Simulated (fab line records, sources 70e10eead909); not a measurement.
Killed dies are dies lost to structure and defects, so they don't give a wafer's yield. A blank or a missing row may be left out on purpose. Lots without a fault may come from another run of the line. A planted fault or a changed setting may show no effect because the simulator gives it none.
Chamber matching | flow nand_harc | NHARC_A_STAIRCASE_TRIM_196 on rie_diel-02: 4 sister chambers
The step chemistry O2, time 211.2 s. 4 wafers are shown with their chamber, then 7 later ones without.

WAFERS WITH THEIR CHAMBER
wafer  | chamber | showerhead_plenum_p_Torr (Torr)
L078.3 | 2       | 3.37
L085.5 | 0       | 3.58
L085.6 | 1       | 3.31
L088.5 | 3       | 3.71

WAFERS WITHOUT THEIR CHAMBER
wafer  | showerhead_plenum_p_Torr (Torr)
L088.6 | 3.58
L087.1 | 3.31
L087.4 | 3.57
L087.6 | 3.57
L095.1 | 3.35
L095.2 | 3.57
L095.4 | 3.70

WHICH CHAMBER EACH WENT THROUGH
wafer  | from the rows above     | in truth
L088.6 | 0                       | 0
L087.1 | 1                       | 1
L087.4 | 0                       | 0
L087.6 | 0                       | 0
L095.1 | can't be placed: 2 or 1 | 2
L095.2 | 0                       | 0
L095.4 | 3                       | 3
Placed correctly: 6 of 7. Can't be placed from these rows: 1 (the true chamber is among the candidates in 1). Placed wrongly: 0.
How it was worked out, from the rows above alone: a wafer's distance from a chamber is the root of the sum, over the readings, of the square of ((its reading less the chamber's mean) divided by the reading's scatter). The wafer belongs to the nearest chamber; if the next one is less than 2 further off, it can't be placed. A chamber's mean is the mean of its shown wafers. The scatter: with one shown wafer a chamber, the root of the mean of the squares of how far each hidden wafer lies from its nearest shown one.
